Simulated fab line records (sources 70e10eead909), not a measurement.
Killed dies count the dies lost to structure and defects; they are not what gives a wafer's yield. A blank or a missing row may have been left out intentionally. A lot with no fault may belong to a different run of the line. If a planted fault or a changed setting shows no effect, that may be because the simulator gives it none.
Matching of chambers + flow nandHarc + NHARC_A_M0_DEP_32 on pecvd-02: 3 sister chambers
The step deposits SiCN, target thk 30 nm. 3 wafers are shown with their chamber, then 8 later ones without.

## WAFERS PAIRED WITH THEIR CHAMBERS
| wafer  | chamber | heaterPowerW (W) |
|--------|---------|------------------|
| L090.6 | 2       | 514              |
| L091.2 | 1       | 619              |
| L093.4 | 0       | 583              |

## WAFERS WHOSE CHAMBER IS MISSING
| wafer  | heaterPowerW (W) |
|--------|------------------|
| L093.5 | 512              |
| L093.6 | 607              |
| L095.1 | 551              |
| L095.4 | 542              |
| L095.6 | 524              |
| L096.2 | 518              |
| L096.5 | 622              |
| L096.6 | 518              |

## WHICH CHAMBER EACH WENT THROUGH
| wafer  | from the rows above     | in truth                   |
|--------|-------------------------|----------------------------|
| L093.5 | 2                       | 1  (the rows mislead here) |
| L093.6 | can't be placed: 1 or 0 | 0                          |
| L095.1 | can't be placed: 0 or 2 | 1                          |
| L095.4 | can't be placed: 2 or 0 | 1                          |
| L095.6 | 2                       | 2                          |
| L096.2 | 2                       | 2                          |
| L096.5 | 1                       | 1                          |
| L096.6 | 2                       | 2                          |
4 of 8 placed correctly. Can't be placed from these rows: 3 (the true chamber is among the candidates in 1). Placed wrongly: 1.
How it was worked out, from the rows above alone: a wafer's distance from a chamber is the root of the sum, over the readings, of the square of ((its reading less the chamber's mean) divided by the reading's scatter). If the next closest chamber is less than 2 further off than the closest, the wafer can't be placed; otherwise it belongs to the closest. A chamber's mean is the mean of its shown wafers. The scatter (one wafer shown for each chamber): square how far every hidden wafer sits from the nearest shown wafer, average those squares and take the square root.
